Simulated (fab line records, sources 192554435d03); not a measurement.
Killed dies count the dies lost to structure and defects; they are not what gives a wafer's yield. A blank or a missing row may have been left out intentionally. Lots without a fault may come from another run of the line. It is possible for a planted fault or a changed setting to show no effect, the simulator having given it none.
Which of the tools did it?	flow n5_finfet	Sampling: 24 lots, 72 wafers, 6 of 1938 route steps

== WHAT THE GAUGES SHOWED, per wafer ==
N5_BEOL_M4_INSPECT_59: inspects for defects (darkfield). Usual: raw_defect_count at 75, with a standard deviation of 26.
lot	measured	on	raw_defect_count	flag
L074	day 7 17:36	defect_inspect-02	41 81 71	
L075	day 8 04:53	defect_inspect-01	81 33 47	
L076	day 9 00:16	defect_inspect-02	52 66 85	
L077	day 9 04:47	defect_inspect-02	55 66 62	
L080	day 9 05:25	defect_inspect-01	42 45 52	
L078	day 9 12:23	defect_inspect-02	84 56 66	
L079	day 9 14:30	defect_inspect-02	39 53 41	
L081	day 9 16:39	defect_inspect-02	118 108 115	
L083	day 10 04:59	defect_inspect-01	45 30 38	
L082	day 10 06:31	defect_inspect-02	62 83 79	
L084	day 10 14:09	defect_inspect-02	66 91 91	
L085	day 10 16:02	defect_inspect-01	56 90 59	
L086	day 11 10:01	defect_inspect-02	86 69 72	
L087	day 11 10:17	defect_inspect-02	108 94 81	
L088	day 11 14:23	defect_inspect-02	68 142 85	
L089	day 11 14:54	defect_inspect-02	75 116 93	
L091	day 11 20:55	defect_inspect-01	48 48 53	
L090	day 12 01:49	defect_inspect-02	124 202 131	
L092	day 12 12:22	defect_inspect-02	92 97 86	
L093	day 13 00:22	defect_inspect-01	82 64 95	
L095	day 13 03:34	defect_inspect-02	66 75 45	
L094	day 13 21:20	defect_inspect-02	75 86 96	
L096	day 13 21:40	defect_inspect-02	55 59 64	
L097	day 14 04:14	defect_inspect-02	114 63 62	

N5_BEOL_M5_RS_MEAS_57: measures by four-point-probe. Usual: M5_RS typically reads 0.384 ohm/sq, with standard deviation 0.012.
lot	measured	on	M5_RS (ohm/sq)	flag
L074	day 8 07:59	film_metro-01	0.378 0.387 0.385	
L075	day 8 17:55	film_metro-02	0.374 0.373 0.382	
L076	day 9 12:16	film_metro-01	0.390 0.381 0.374	
L077	day 9 17:16	film_metro-01	0.398 0.395 0.373	
L080	day 9 20:25	film_metro-02	0.397 0.393 0.400	
L078	day 10 04:51	film_metro-01	0.384 0.398 0.396	
L079	day 10 02:20	film_metro-02	0.399 0.404 0.398	
L081	day 10 08:58	film_metro-01	0.388 0.372 0.369	
L083	day 10 18:03	film_metro-02	0.395 0.387 0.383	
L082	day 10 18:36	film_metro-02	0.371 0.392 0.399	
L084	day 11 03:46	film_metro-02	0.350 0.391 0.384	
L085	day 11 04:56	film_metro-01	0.387 0.390 0.387	
L086	day 11 22:15	film_metro-02	0.391 0.395 0.391	
L087	day 11 23:10	film_metro-02	0.381 0.382 0.385	
L088	day 12 04:50	film_metro-02	0.362 0.371 0.370	
L089	day 12 06:23	film_metro-01	0.384 0.377 0.368	
L091	day 12 10:05	film_metro-02	0.377 0.385 0.377	
L090	day 12 14:04	film_metro-01	0.347 0.383 0.373	
L092	day 13 00:56	film_metro-02	0.391 0.397 0.393	
L093	day 13 13:07	film_metro-02	0.365 0.405 0.407	
L095	day 13 16:59	film_metro-01	0.385 0.383 0.390	
L094	day 14 09:28	film_metro-01	0.386 0.408 0.394	
L096	day 14 12:10	film_metro-01	0.406 0.383 0.391	
L097	day 14 16:40	film_metro-02	0.385 0.395 0.377	

== WHICH TOOL RAN EACH LOT (tool, then ch and the chambers of the sampled wafers, then the start) ==
lot	N5_BEOL_M4_ANNEAL_51	N5_BEOL_M5_HM_DEP_02	N5_BEOL_M5_ETCH_62	N5_BEOL_M5_SPUTTER_90
L074	rtp_anneal-01 ch 0, day 7 16:43	pvd_sputter-02, day 7 19:34	rie_diel-02 ch 0,1,3, day 7 20:17	pvd_sputter-02, day 8 06:48
L075	rtp_anneal-01 ch 0, day 8 03:59	pvd_sputter-03, day 8 07:41	rie_diel-02 ch 0,1,2, day 8 08:23	pvd_sputter-03, day 8 16:51
L076	rtp_anneal-01 ch 0, day 8 23:25	pvd_sputter-02, day 9 02:18	rie_diel-03 ch 1,2,3, day 9 03:01	pvd_sputter-01, day 9 11:12
L077	rtp_anneal-01 ch 0, day 9 03:54	pvd_sputter-03, day 9 07:48	rie_diel-02 ch 0,1,3, day 9 08:37	pvd_sputter-01, day 9 16:02
L080	rtp_anneal-01 ch 0, day 9 04:31	pvd_sputter-03, day 9 08:00	rie_diel-02 ch 0,2,3, day 9 08:53	pvd_sputter-02, day 9 19:11
L078	rtp_anneal-02 ch 0, day 9 11:30	pvd_sputter-03, day 9 16:00	rie_diel-03 ch 1,2,3, day 9 16:43	pvd_sputter-01, day 10 01:09
L079	rtp_anneal-02 ch 0, day 9 13:36	pvd_sputter-03, day 9 16:28	rie_diel-02 ch 0,1,2, day 9 17:11	pvd_sputter-03, day 10 01:04
L081	rtp_anneal-01 ch 0, day 9 15:47	pvd_sputter-03, day 9 19:24	rie_diel-04 ch 0,1,3, day 9 20:14	pvd_sputter-03, day 10 07:53
L083	rtp_anneal-02 ch 0, day 10 02:19	pvd_sputter-03, day 10 08:25	rie_diel-03 ch 1,2, day 10 09:00	pvd_sputter-02, day 10 16:57
L082	rtp_anneal-01 ch 0, day 10 05:40	pvd_sputter-03, day 10 08:58	rie_diel-02 ch 0,3, day 10 09:41	pvd_sputter-03, day 10 17:18
L084	rtp_anneal-01 ch 0, day 10 12:26	pvd_sputter-02, day 10 17:20	rie_diel-02 ch 0,2,3, day 10 18:04	pvd_sputter-01, day 11 02:33
L085	rtp_anneal-01 ch 0, day 10 15:12	pvd_sputter-03, day 10 18:10	rie_diel-04 ch 1,2,3, day 10 18:53	pvd_sputter-02, day 11 03:52
L086	rtp_anneal-02 ch 0, day 11 09:08	pvd_sputter-03, day 11 13:37	rie_diel-04 ch 1,2, day 11 14:13	pvd_sputter-03, day 11 21:11
L087	rtp_anneal-02 ch 0, day 11 09:27	pvd_sputter-03, day 11 13:49	rie_diel-02 ch 1,3, day 11 14:40	pvd_sputter-01, day 11 21:59
L088	rtp_anneal-01 ch 0, day 11 13:30	pvd_sputter-03, day 11 16:31	rie_diel-04 ch 0,3, day 11 17:13	pvd_sputter-03, day 12 03:46
L089	rtp_anneal-01 ch 0, day 11 14:03	pvd_sputter-02, day 11 17:10	rie_diel-04 ch 0,1,2, day 11 17:45	pvd_sputter-01, day 12 05:09
L091	rtp_anneal-01 ch 0, day 11 20:10	pvd_sputter-03, day 11 23:03	rie_diel-02 ch 0,1, day 11 23:39	pvd_sputter-02, day 12 09:01
L090	rtp_anneal-02 ch 0, day 12 00:55	pvd_sputter-02, day 12 04:10	rie_diel-02 ch 0,1,2, day 12 04:53	pvd_sputter-01, day 12 12:44
L092	rtp_anneal-02 ch 0, day 12 11:29	pvd_sputter-02, day 12 14:39	rie_diel-04 ch 0,1,3, day 12 15:15	pvd_sputter-01, day 12 23:49
L093	rtp_anneal-01 ch 0, day 12 23:29	pvd_sputter-03, day 13 03:13	rie_diel-02 ch 0,1,3, day 13 03:56	pvd_sputter-02, day 13 12:04
L095	rtp_anneal-02 ch 0, day 13 02:44	pvd_sputter-03, day 13 06:13	rie_diel-03 ch 1,2,3, day 13 07:04	pvd_sputter-03, day 13 15:52
L094	rtp_anneal-02 ch 0, day 13 20:27	pvd_sputter-02, day 13 23:12	rie_diel-03 ch 0,3, day 13 23:47	pvd_sputter-03, day 14 08:25
L096	rtp_anneal-01 ch 0, day 13 20:44	pvd_sputter-02, day 14 01:42	rie_diel-03 ch 0,1,3, day 14 02:49	pvd_sputter-01, day 14 10:35
L097	rtp_anneal-02 ch 0, day 14 03:22	pvd_sputter-02, day 14 07:16	rie_diel-02 ch 1,2,3, day 14 08:08	pvd_sputter-01, day 14 15:37
- N5_BEOL_M4_ANNEAL_51: time 90 s.
- N5_BEOL_M5_HM_DEP_02: deposits TiN, target thk 20 nm.
- N5_BEOL_M5_ETCH_62: etches SOC in N2/H2, target depth 75 nm, overetch 15 nm, time 112.5 s.
- N5_BEOL_M5_SPUTTER_90: material Cu, target thk 4.5 nm, time 8.29 s.

== WHAT THE TOOLS THEMSELVES READ (means of the sampled wafers that have a number; where no wafer has one, the mark that the record gives instead) ==
N5_BEOL_M4_ANNEAL_51. Usual: wafer_temp_C_max at 226.0, with a standard deviation of 0.36.
lot	tool	wafer_temp_C_max	flag
L074	rtp_anneal-01	226.4	
L075	rtp_anneal-01	226.2	
L076	rtp_anneal-01	226.6	
L077	rtp_anneal-01	226.5	
L080	rtp_anneal-01	226.1	
L078	rtp_anneal-02	225.9	
L079	rtp_anneal-02	225.7	
L081	rtp_anneal-01	226.1	
L083	rtp_anneal-02	225.8	
L082	rtp_anneal-01	226.0	
L084	rtp_anneal-01	226.1	
L085	rtp_anneal-01	226.1	
L086	rtp_anneal-02	225.7	
L087	rtp_anneal-02	225.6	
L088	rtp_anneal-01	226.3	
L089	rtp_anneal-01	226.4	
L091	rtp_anneal-01	226.0	
L090	rtp_anneal-02	225.6	
L092	rtp_anneal-02	225.7	
L093	rtp_anneal-01	225.9	
L095	rtp_anneal-02	225.6	
L094	rtp_anneal-02	225.7	
L096	rtp_anneal-01	226.2	
L097	rtp_anneal-02	225.7	

N5_BEOL_M5_HM_DEP_02. Usual: chamber_pressure_pa 0.5001 Pa, standard deviation 0.001; substrate_temp_c 24.99 C, standard deviation 0.12; susceptor_temp_C 25.00 C, standard deviation 0.11; throttle_valve_pct 30.0 %, standard deviation 1.6.
lot	tool	chamber_pressure_pa (Pa)	substrate_temp_c (C)	susceptor_temp_C (C)	throttle_valve_pct (%)	flag
L074	pvd_sputter-02	0.5007	24.97	25.05	30.8	
L075	pvd_sputter-03	0.4995	24.94	25.02	30.4	
L076	pvd_sputter-02	0.5007	25.00	25.03	28.7	
L077	pvd_sputter-03	0.4998	24.94	25.04	29.2	
L080	pvd_sputter-03	0.5004	24.95	24.97	29.1	
L078	pvd_sputter-03	0.5010	24.90	25.08	30.2	
L079	pvd_sputter-03	0.5000	24.81	25.04	30.2	
L081	pvd_sputter-03	0.4994	25.10	24.88	28.2	
L083	pvd_sputter-03	0.5007	25.00	24.93	30.3	
L082	pvd_sputter-03	0.5002	24.95	24.96	30.3	
L084	pvd_sputter-02	0.4992	25.00	24.92	29.0	
L085	pvd_sputter-03	0.4992	25.10	25.03	30.3	
L086	pvd_sputter-03	0.5006	24.95	24.98	30.0	
L087	pvd_sputter-03	0.5006	24.87	25.05	30.3	
L088	pvd_sputter-03	0.4994	25.01	24.95	28.8	
L089	pvd_sputter-02	0.5004	24.94	24.87	32.0	
L091	pvd_sputter-03	0.4996	24.99	24.99	31.2	
L090	pvd_sputter-02	0.5003	25.06	24.97	29.6	
L092	pvd_sputter-02	0.5002	24.96	24.98	30.9	
L093	pvd_sputter-03	0.5000	25.02	25.12	30.4	
L095	pvd_sputter-03	0.5008	24.86	25.12	31.3	
L094	pvd_sputter-02	0.4999	25.01	25.07	29.3	
L096	pvd_sputter-02	0.5004	24.95	25.00	30.0	
L097	pvd_sputter-02	0.4997	25.05	24.96	30.6	

N5_BEOL_M5_ETCH_62. Usual: drypump_motor_current_A 5.8 A, standard deviation 0.54; oes_product_au 0.63 a.u., standard deviation 0.065; rf_vpp_V 524.9 V, standard deviation 2.1; showerhead_plenum_p_Torr 2.58 Torr, standard deviation 0.08; throttle_valve_pct 17.77 %, standard deviation 0.28.
lot	tool	drypump_motor_current_A (A)	oes_product_au (a.u.)	rf_vpp_V (V)	showerhead_plenum_p_Torr (Torr)	throttle_valve_pct (%)	flag
L074	rie_diel-02	5.7	0.65	524.6	2.60	17.76	
L075	rie_diel-02	5.7	0.65	524.6	2.57	17.72	
L076	rie_diel-03	5.6	0.64	524.6	2.56	17.77	
L077	rie_diel-02	5.7	0.64	526.4	2.60	17.78	
L080	rie_diel-02	6.1	0.66	525.9	2.61	17.79	
L078	rie_diel-03	5.6	0.63	525.1	2.55	17.75	
L079	rie_diel-02	5.7	0.63	524.3	2.56	17.72	
L081	rie_diel-04	5.9	0.64	524.6	2.58	17.63	
L083	rie_diel-03	5.3	0.62	522.4	2.50	17.86	
L082	rie_diel-02	5.6	0.60	525.4	2.58	18.02	
L084	rie_diel-02	6.1	0.65	525.6	2.61	17.81	
L085	rie_diel-04	5.9	0.64	525.9	2.62	17.64	
L086	rie_diel-04	6.1	0.58	525.4	2.63	17.75	
L087	rie_diel-02	6.2	0.67	525.9	2.66	17.65	
L088	rie_diel-04	5.7	0.62	524.5	2.54	17.81	
L089	rie_diel-04	5.9	0.57	525.0	2.58	17.90	
L091	rie_diel-02	5.3	0.61	523.9	2.55	17.75	
L090	rie_diel-02	5.7	0.62	524.6	2.56	17.76	
L092	rie_diel-04	5.9	0.62	525.5	2.57	17.67	
L093	rie_diel-02	5.7	0.61	525.0	2.59	17.83	
L095	rie_diel-03	5.5	0.62	523.7	2.54	17.80	
L094	rie_diel-03	5.8	0.61	524.1	2.58	17.82	
L096	rie_diel-03	5.8	0.60	524.1	2.54	17.84	
L097	rie_diel-02	6.2	0.65	526.3	2.61	17.62	

N5_BEOL_M5_SPUTTER_90. Usual: chamber_pressure_pa 0.07 Pa, standard deviation 0.00013; substrate_temp_c -19.99 C, standard deviation 0.095; susceptor_temp_C -20.00 C, standard deviation 0.11; throttle_valve_pct 30.0 %, standard deviation 1.3.
lot	tool	chamber_pressure_pa (Pa)	substrate_temp_c (C)	susceptor_temp_C (C)	throttle_valve_pct (%)	flag
L074	pvd_sputter-02	0.07	-20.02	-19.98	30.2	
L075	pvd_sputter-03	0.07	-19.97	-19.93	29.0	
L076	pvd_sputter-01	0.07	-20.09	-19.95	30.2	
L077	pvd_sputter-01	0.07	-20.07	-19.94	29.9	
L080	pvd_sputter-02	0.07	-20.06	-19.79	30.0	
L078	pvd_sputter-01	0.07	-20.02	-20.04	30.1	
L079	pvd_sputter-03	0.07	-19.95	-20.03	29.9	
L081	pvd_sputter-03	0.07	-20.06	-20.03	29.1	
L083	pvd_sputter-02	0.07	-19.98	-19.96	31.0	
L082	pvd_sputter-03	0.07	-19.98	-19.97	30.1	
L084	pvd_sputter-01	0.07	-19.89	-19.95	29.3	
L085	pvd_sputter-02	0.07	-19.94	-20.05	30.0	
L086	pvd_sputter-03	0.07	-19.90	-20.01	29.1	
L087	pvd_sputter-01	0.07	-19.93	-19.99	29.5	
L088	pvd_sputter-03	0.07	-19.93	-20.05	28.1	
L089	pvd_sputter-01	0.07	-20.06	-19.93	29.5	
L091	pvd_sputter-02	0.07	-20.00	-20.08	30.6	
L090	pvd_sputter-01	0.07	-20.06	-20.01	29.7	
L092	pvd_sputter-01	0.07	-20.06	-20.09	29.7	
L093	pvd_sputter-02	0.07	-20.02	-20.04	30.5	
L095	pvd_sputter-03	0.07	-20.07	-19.94	29.5	
L094	pvd_sputter-03	0.07	-20.02	-19.96	28.2	
L096	pvd_sputter-01	0.07	-19.95	-20.04	29.8	
L097	pvd_sputter-01	0.07	-19.92	-20.04	29.5	

== THE ANSWER, worked out from the rows above alone ==
Rule: a lot is off if the mean of its wafers that have a number lies more than 3 standard deviations from the usual mean. A lot without any number at a reading at which 4 lots or more have one is off too. Where the step has rows for the other lots, those lots are counted as sound. The gauges are gone through in route order, then the tools' own readings, and for those a lot's mean is taken as printed above. The first step at which some lot is off is used, and at that step the reading that is off furthest; a lot without a number counts as furthest.
None of the lots is off at any reading shown; this tells nothing.

== WHAT THE SIMULATOR HAD INSERTED ==
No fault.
